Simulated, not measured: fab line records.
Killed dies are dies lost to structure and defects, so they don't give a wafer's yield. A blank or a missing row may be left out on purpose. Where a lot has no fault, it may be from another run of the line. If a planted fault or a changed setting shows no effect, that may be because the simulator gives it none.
fab line records	flow nand_harc
record lots=12	wafers=36	last_day=24
route steps=1159 shown P_CONTACT@237 P_M0@275 P_M1@295 END@1159
lots that met no fault: from a run of the same line without faults
start_h: start of the lot's first displayed wafer, in hours after the record's first day	wait_h: hours since the lot's step before	" unchanged from the row above	L1.1+2: a single row standing in for several wafers	- no value present, or no start provided	* or withheld: withheld	< > ~ a bound
route shown NAME@n: NAME is a module with steps in the file, n the number in the route of the first one	usual: mean/standard deviation of fault-free wafers	same: alike in all rows	chamber/n: place in a boat	sites: the reading at each site	_std_site: their standard deviation	_edge_site: outer sites' mean less inner sites'	radius_mm: for every site, how far away it sits from the centre of the wafer	mask NAME#n: copy n	behind: the tool/chamber that last shaped the wafer	hold: why the lot went on hold/how many hours it stayed there/how the hold came to an end	device: the transistor (n, p or np) that didn't switch	end of line: the route-end tests of the same wafers	for a step that has no rows: nothing shown but its recipe	killed: dies that structure and defects cost at the first sort, which is not the same as the wafer's yield	map: per-die view of a wafer (x killed, . not killed, _ where there is no die)
set.NAME: the setting as run; set.NAME@STEP: as run at that earlier step	model.NAME: the simulator's own value behind a step, which no gauge read
steps of the route over a sample of lots; a table a step, a row a wafer
services: when a tool's chamber went out of use (start_h, in hours from the record's first day, below 0 if earlier), for how many hours, and the reason
## steps
# step NHARC_P_CONTACT_ETCH_36
# recipe target_depth_a=2600	over_etch_frac=0.25	time_s=406.25	ion_energy_ev=200	n2_flow_sccm=150	h2_flow_sccm=150	ar_flow_sccm=0	rf_w=400	bias_w=150	chemistry=N2/H2
# usual drypump_motor_current_A=5.9/0.4	h2_flow_sccm=150.0/0.4	n2_flow_sccm=150.1/0.47	oes_product_au=0.999/0.012	rf_vpp_V=431.3/2.1	showerhead_plenum_p_Torr=2.06/0.073	throttle_valve_pct=14.172/0.0084
lot.wafer	tool	chamber	start_h	wait_h	drypump_motor_current_A	h2_flow_sccm	n2_flow_sccm	oes_product_au	rf_hours_counter_h	rf_vpp_V	showerhead_plenum_p_Torr	throttle_valve_pct
L144.2	rie_diel-09	1	-	-	6.5	150.3	150.6	1.000	2	432.4	2.09	14.162
L144.4	"	2	"	"	6.2	149.7	149.9	1.013	3	432.0	2.09	14.159
L144.3	"	3	"	"	5.8	150.4	150.4	0.979	2	433.8	2.15	14.179
L146.1	rie_diel-02	0	-	-	5.6	149.2	149.6	1.002	14	431.5	2.12	14.171
L146.5	"	2	"	"	5.3	149.4	149.9	1.015	-	430.4	2.02	14.173
L146.6	"	3	"	"	5.5	149.6	150.2	1.010	-	425.4	1.89	14.176
L151.1	rie_diel-09	1	-	-	6.5	149.7	150.0	0.996	5	431.0	2.09	14.189
L151.2	"	3	"	"	5.9	149.7	150.2	0.981	4	433.9	2.15	14.161
L151.6	"	0	"	"	6.1	149.7	150.1	0.997	-	430.9	2.06	14.162
L152.3	rie_diel-02	2	-	-	5.3	149.8	150.2	1.002	0	429.7	2.02	14.168
L152.2	"	0	"	"	5.6	150.0	149.5	0.995	0	431.7	2.12	14.173
L152.6	"	2	"	"	5.3	150.4	149.6	0.991	-	428.5	2.02	14.175
L153.3	rie_diel-02	0	-	-	5.7	150.9	150.5	0.995	1	433.3	2.12	14.170
L153.1	"	3	"	"	5.6	149.8	149.6	0.995	1	425.7	1.89	14.186
L153.6	"	1	"	"	5.0	150.0	150.4	0.994	-	431.5	2.03	14.162
L155.1	rie_diel-09	3	-	-	5.9	150.4	149.5	0.990	9	433.0	2.15	14.176
L155.4	"	2	"	"	6.2	149.7	151.0	1.006	9	432.6	2.09	14.175
L155.6	"	0	"	"	6.0	149.8	150.2	0.999	-	431.9	2.06	14.173
L162.4	rie_diel-09	3	-	-	5.9	150.0	150.5	0.984	14	433.3	2.15	14.169
L162.5	"	3	"	"	5.8	150.0	150.5	0.978	-	433.8	2.15	14.177
L162.6	"	0	"	"	6.0	150.1	149.8	0.999	-	430.1	2.06	14.168
L163.4	rie_diel-09	2	-	-	6.2	149.9	150.4	1.011	14	431.7	2.09	14.167
L163.3	"	3	"	"	5.9	150.6	149.8	0.977	15	434.5	2.15	14.165
L163.1	"	0	"	"	6.0	149.2	150.6	1.002	15	431.8	2.05	14.180
L164.4	rie_diel-09	1	-	-	6.5	150.1	149.2	0.993	15	431.2	2.09	14.162
L164.6	"	2	"	"	6.2	150.8	149.4	1.003	-	431.7	2.09	14.173
L164.5	"	3	"	"	5.8	150.2	150.4	0.976	-	434.0	2.15	14.181
L165.4	rie_diel-08	0	-	-	5.8	149.7	151.3	1.017	43	426.3	1.92	14.178
L165.1	"	1	"	"	5.5	149.7	150.7	0.995	35	429.4	2.02	14.181
L165.2	"	2	"	"	6.0	150.0	150.1	1.002	28	428.7	1.95	14.173
L166.3	rie_diel-09	2	-	-	6.2	150.0	151.1	1.002	17	430.4	2.09	14.173
L166.6	"	3	"	"	5.9	150.3	150.5	0.981	-	433.2	2.15	14.179
L166.4	"	2	"	"	6.2	150.9	151.1	1.010	-	432.0	2.09	14.162
L167.1	rie_diel-09	3	-	-	5.8	149.4	150.2	0.976	18	433.7	2.15	14.166
L167.2	"	0	"	"	6.0	149.5	150.1	1.009	16	431.5	2.05	14.175
L167.4	"	1	"	"	6.5	150.4	150.4	0.999	17	433.7	2.09	14.170
# step NHARC_P_CONTACT_CD_MEAS_19
# usual cd_nm=90.0/2
lot.wafer	tool	chamber	start_h	wait_h	cd_nm
L144.2	cd_sem-02	-	118.47	-	90.9
L144.3	"	-	"	"	88.3
L144.4	"	-	"	"	90.0
L146.1	cd_sem-01	-	124.83	-	85.6
L146.5	"	-	"	"	88.4
L146.6	"	-	"	"	90.0
L151.1	cd_sem-03	-	149.59	-	93.0
L151.2	"	-	"	"	88.6
L151.6	"	-	"	"	91.3
L152.2	cd_sem-03	-	166.66	-	92.7
L152.3	"	-	"	"	92.3
L152.6	"	-	"	"	92.4
L153.1	cd_sem-01	-	168.43	-	88.3
L153.3	"	-	"	"	89.8
L153.6	"	-	"	"	88.2
L155.1	cd_sem-03	-	189.38	-	87.2
L155.4	"	-	"	"	92.6
L155.6	"	-	"	"	88.6
L162.4	cd_sem-03	-	221.04	-	87.8
L162.5	"	-	"	"	86.5
L162.6	"	-	"	"	89.9
L163.1	cd_sem-02	-	227.29	-	91.5
L163.3	"	-	"	"	87.2
L163.4	"	-	"	"	91.0
L164.4	cd_sem-02	-	228.32	-	93.0
L164.5	"	-	"	"	87.9
L164.6	"	-	"	"	92.0
L165.1	cd_sem-01	-	243.87	-	88.9
L165.2	"	-	"	"	89.3
L165.4	"	-	"	"	89.7
L166.3	cd_sem-01	-	244.09	-	91.0
L166.4	"	-	"	"	92.5
L166.6	"	-	"	"	87.1
L167.1	cd_sem-02	-	249.02	-	88.8
L167.2	"	-	"	"	91.6
L167.4	"	-	"	"	91.1
# step NHARC_P_M0_PVD_21
# recipe target_thk_a=300	chamber_pressure_pa=5	power_w=5000	substrate_temp_c=30	time_s=20.49	material=Cu
# usual cathode_dc_power_W=4999.9/0.94	chamber_pressure_pa=5.000/0.01	throttle_valve_pct=30.2/0.71
lot.wafer	tool	chamber	start_h	wait_h	cathode_dc_power_W	chamber_pressure_pa	throttle_valve_pct
L144.4	pvd_sputter-03	-	137.83	-	5000.7	5.004	30.3
L144.2	"	-	"	"	4999.2	5.000	29.1
L144.3	"	-	"	"	5001.4	4.979	30.5
L146.1	pvd_sputter-03	-	138.28	-	5000.3	5.013	30.7
L146.6	"	-	"	"	5000.6	5.009	30.8
L146.5	"	-	"	"	4998.6	4.996	29.1
L151.2	pvd_sputter-01	-	155.72	-	5000.4	4.993	30.9
L151.1	"	-	"	"	5000.1	4.991	30.1
L151.6	"	-	"	"	4999.6	4.990	29.9
L152.2	pvd_sputter-02	-	173.83	-	5000.9	5.003	31.0
L152.3	"	-	"	"	5001.9	4.990	29.5
L152.6	"	-	"	"	5000.9	5.009	30.6
L153.3	pvd_sputter-01	-	178.96	-	-	-	-
L153.1	"	-	"	"	-	-	-
L153.6	"	-	"	"	-	-	-
L155.1	pvd_sputter-02	-	195.11	-	-	-	-
L155.4	"	-	"	"	-	-	-
L155.6	"	-	"	"	-	-	-
L162.4	pvd_sputter-02	-	226.82	-	5000.1	4.977	30.2
L162.5	"	-	"	"	4999.7	5.000	29.2
L162.6	"	-	"	"	4999.9	4.996	30.1
L163.3	pvd_sputter-02	-	233.95	-	5000.9	5.024	30.6
L163.1	"	-	"	"	5000.2	4.994	30.2
L163.4	"	-	"	"	4998.3	4.990	30.3
L164.4	pvd_sputter-01	-	234.36	-	4999.5	4.990	30.4
L164.5	"	-	"	"	5000.5	4.988	31.1
L164.6	"	-	"	"	4999.2	4.985	30.8
L165.1	pvd_sputter-02	-	252.35	-	4998.9	4.992	30.1
L165.2	"	-	"	"	5000.2	4.996	30.3
L165.4	"	-	"	"	4999.3	4.990	30.2
L166.3	pvd_sputter-03	-	252.81	-	4999.2	5.002	29.1
L166.4	"	-	"	"	5001.1	4.988	30.1
L166.6	"	-	"	"	5000.7	5.003	30.7
L167.1	pvd_sputter-02	-	259.72	-	5000.9	4.990	28.8
L167.2	"	-	"	"	4998.8	4.987	30.4
L167.4	"	-	"	"	4999.3	5.016	30.4
# step NHARC_P_M1_CD_MEAS_09
# recipe target_cd_nm=130	landing_energy_ev=500
# usual cd_nm=130.4/0.63
lot.wafer	tool	chamber	start_h	wait_h	cd_nm
L144.2	cd_sem-02	0	140.56	-	130.5
L144.3	"	0	"	"	131.2
L144.4	"	0	"	"	130.2
L146.1	cd_sem-02	0	141.01	-	130.8
L146.5	"	0	"	"	131.3
L146.6	"	0	"	"	131.3
L151.1	cd_sem-01	0	158.44	-	130.8
L151.2	"	0	"	"	130.2
L151.6	"	0	"	"	130.4
L152.2	cd_sem-01	0	176.55	-	130.5
L152.3	"	0	"	"	129.7
L152.6	"	0	"	"	129.9
L162.4	cd_sem-02	0	229.52	-	130.1
L162.5	"	0	"	"	130.5
L162.6	"	0	"	"	129.8
L163.1	cd_sem-02	0	236.72	-	130.6
L163.3	"	0	"	"	129.8
L163.4	"	0	"	"	130.5
L164.4	cd_sem-01	0	237.22	-	130.2
L164.5	"	0	"	"	131.5
L164.6	"	0	"	"	130.2
L165.1	cd_sem-02	0	255.07	-	129.1
L165.2	"	0	"	"	129.4
L165.4	"	0	"	"	130.0
L166.3	cd_sem-01	0	255.56	-	130.1
L166.4	"	0	"	"	131.3
L166.6	"	0	"	"	131.3
L167.1	cd_sem-01	0	262.44	-	130.5
L167.2	"	0	"	"	129.8
L167.4	"	0	"	"	130.3
# step NHARC_END_SORT_01
# recipe temp_c=25
# usual defect_limited_yield=95.2/1.6	killed_at_array=29/10	killed_at_other=0.7/1.1	killed_at_periphery=3.2/2.2	killed_dies=33/11	killed_open=3.5/1.8	killed_short=2.0/1.4	sort_bin_2_pct=1.5/0.61	sort_bin_3_pct=0.29/0.22	sort_bin_4_pct=3.1/1.1	sort_n_pass=644/11	sort_rim_yield_pct=95/3.3	sort_yield_pct=95.2/1.6
# same gross_dies=677	sort_bin_5_pct[%]=0	sort_bin_6_pct[%]=0	sort_bin_7_pct[%]=0	sort_bin_8_pct[%]=0	sort_rim_n_gross=106.00
lot.wafer	tool	chamber	start_h	wait_h	defect_limited_yield[%]	killed_at_array	killed_at_other	killed_at_periphery	killed_dies	killed_open	killed_short	sort_bin_2_pct[%]	sort_bin_3_pct[%]	sort_bin_4_pct[%]	sort_n_pass	sort_rim_yield_pct[%]	sort_yield_pct[%]
L153.1	prober-01	0	513.67	2.5	0	13	0	664	677	2	2	97.5	0.44	2.1	0	0	0
L153.3	prober-01	0	515.30	3.1	0	8	0	669	677	2	0	99.0	0	1.0	0	0	0
L153.6	prober-01	0	517.74	4.1	0	22	0	655	677	4	3	96.8	0.74	2.5	0	0	0
L155.1	prober-02	0	513.93	2.5	0	38	0	639	677	3	1	94.8	0.30	4.9	0	0	0
L155.4	prober-02	0	516.32	3.4	0	43	1	633	677	5	3	94.7	0.30	5.0	0	0	0
L155.6	prober-02	0	517.90	4.0	0	39	1	637	677	4	2	94.7	0.44	4.9	0	0	0
L162.4	prober-02	0	561.07	3.4	94.8	32	0	3	35	2	3	1.3	0.15	3.7	642	91	94.8
L162.5	prober-02	0	561.88	3.7	94.1	38	0	2	40	5	1	0.9	0.30	4.7	637	92	94.1
L162.6	prober-02	0	562.68	4.0	92.8	46	0	3	49	3	2	2.4	0.44	4.4	628	98	92.8
# killed by level:class
L153.1 P_M0:area_pvd=658 P_GATE:chamber_film_flake=5 A_CONTACT:chamber_film_flake=3 A_CHANNEL_HOLE_D1:chamber_film_flake=2 A_WL_FILL:chamber_film_flake=2 A_SOURCE_PLATE:geometric_particle:short=1 A_ONON_D1:geometric_particle:open=1 A_CONTACT:geometric_particle:short=1
L155.1 P_M0:area_pvd=631 A_CHANNEL_HOLE_D1:chamber_film_flake=19 A_SLIT:chamber_film_flake=12 A_STAIRCASE:chamber_film_flake=5 P_M2:chamber_film_flake=4 P_GATE:chamber_film_flake=2 P_GATE:geometric_particle:open=1 P_M2:geometric_particle:open=1
L153.3 P_M0:area_pvd=661 P_M0:chamber_film_flake=6 P_GATE:chamber_film_flake=2 A_CHANNEL_HOLE_D1:chamber_film_flake=2 A_CONTACT:geometric_particle:open=1 A_M0:geometric_particle:open=1 A_SLIT:chamber_film_flake=1 A_CONTACT:chamber_film_flake=1
L155.4 P_M0:area_pvd=625 A_CHANNEL_HOLE_D1:chamber_film_flake=14 A_STAIRCASE:chamber_film_flake=13 A_SLIT:chamber_film_flake=7 P_M2:chamber_film_flake=6 A_ONON_D1:geometric_particle:open=2 A_CHANNEL_FILL_D1:geometric_particle:short=2 A_CONTACT:geometric_particle:open=2
L153.6 P_M0:area_pvd=650 A_CONTACT:chamber_film_flake=5 A_CHANNEL_HOLE_D1:chamber_film_flake=4 A_WL_FILL:chamber_film_flake=3 A_CONTACT:geometric_particle:open=2 A_M0:geometric_particle:open=2 P_STI:chamber_film_flake=2 P_CONTACT:chamber_film_flake=2
L155.6 P_M0:area_pvd=630 A_CHANNEL_HOLE_D1:chamber_film_flake=19 A_SLIT:chamber_film_flake=10 P_M2:chamber_film_flake=5 A_STAIRCASE:chamber_film_flake=4 A_SGD_CUT:geometric_particle:open=2 P_GATE:geometric_particle:short=1 A_ONON_D1:geometric_particle:open=1
L162.4 A_CHANNEL_HOLE_D1:chamber_film_flake=15 A_SLIT:chamber_film_flake=10 A_CONTACT:chamber_film_flake=3 P_CONTACT:geometric_particle:open=2 P_GATE:geometric_particle:short=1 A_ONON_D1:geometric_particle:short=1 A_CONTACT:geometric_particle:short=1 A_ZERO_WELL:chamber_film_flake=1
L162.5 A_CHANNEL_HOLE_D1:chamber_film_flake=16 A_SLIT:chamber_film_flake=12 A_CONTACT:chamber_film_flake=4 A_CHANNEL_FILL_D1:geometric_particle:open=2 P_M2:geometric_particle:open=1 A_ONON_D1:geometric_particle:short=1 A_CONTACT:geometric_particle:open=1 A_M0:geometric_particle:open=1
L162.6 A_SLIT:chamber_film_flake=21 A_CHANNEL_HOLE_D1:chamber_film_flake=15 A_CONTACT:chamber_film_flake=4 A_CHANNEL_FILL_D1:geometric_particle:open=2 A_CHANNEL_FILL_D1:geometric_particle:short=2 P_M0:chamber_film_flake=2 A_M0:geometric_particle:open=1 P_BONDPAD:chamber_film_flake=1
## services
tool	chamber	start_h	hours	kind
rie_diel-09	3	94.16	6.6	repair
pvd_sputter-03	-	102.00	10.0	pm
rie_diel-09	0	110.60	-	clean
rie_diel-09	1	110.60	-	clean
rie_diel-09	2	110.60	-	clean
rie_diel-09	3	110.60	-	clean
pvd_sputter-01	-	114.69	2.0	repair
rie_diel-08	1	118.18	7.1	repair
rie_diel-08	-	125.88	9.0	pm
rie_diel-09	0	135.10	-	clean
rie_diel-08	0	146.72	4.7	repair
rie_diel-02	-	150.73	9.0	pm
pvd_sputter-01	-	158.03	10.0	pm
pvd_sputter-01	-	173.50	0.9	repair
rie_diel-09	2	175.33	3.8	repair
pvd_sputter-01	-	191.58	1.5	repair
pvd_sputter-02	-	214.02	10.0	pm
rie_diel-02	2	221.94	4.6	repair
rie_diel-08	-	236.07	1.2	repair
rie_diel-09	0	238.35	6.3	repair
rie_diel-02	2	250.08	5.1	repair
rie_diel-08	3	254.08	6.2	repair
rie_diel-09	-	254.10	9.0	pm
pvd_sputter-01	-	257.38	5.2	repair
## key
first_sign step=NHARC_P_M0_PVD_21	reading=tool_record	direction=missing
effect step=NHARC_END_SORT_01	reading=killed_at_periphery	direction=up	sigmas=99+	usual=3.2	struck=649.5
more_kills_born_at NHARC_P_M0_PVD_21@pvd_sputter-01=1969	NHARC_P_M0_PVD_21@pvd_sputter-02=1886
met_at NHARC_P_M0_PVD_21
struck_lots L153,L155
later_rows_left_out L153.1,L153.3,L153.6,L155.1,L155.4,L155.6
not_acting_at NHARC_P_CONTACT_ETCH_36,NHARC_P_CONTACT_CD_MEAS_19,NHARC_P_M1_CD_MEAS_09
onset_between 173.83 178.96
fault kind=skipped_step_whole	tool=pvd_sputter-01,pvd_sputter-02	chamber=-	onset_h=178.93	steps=NHARC_P_M0_PVD_21	scope=struck_lots_only
# later_rows_left_out: the simulator's readings of these wafers behind a module that went badly wrong aren't trusted and aren't shown, but for the sort
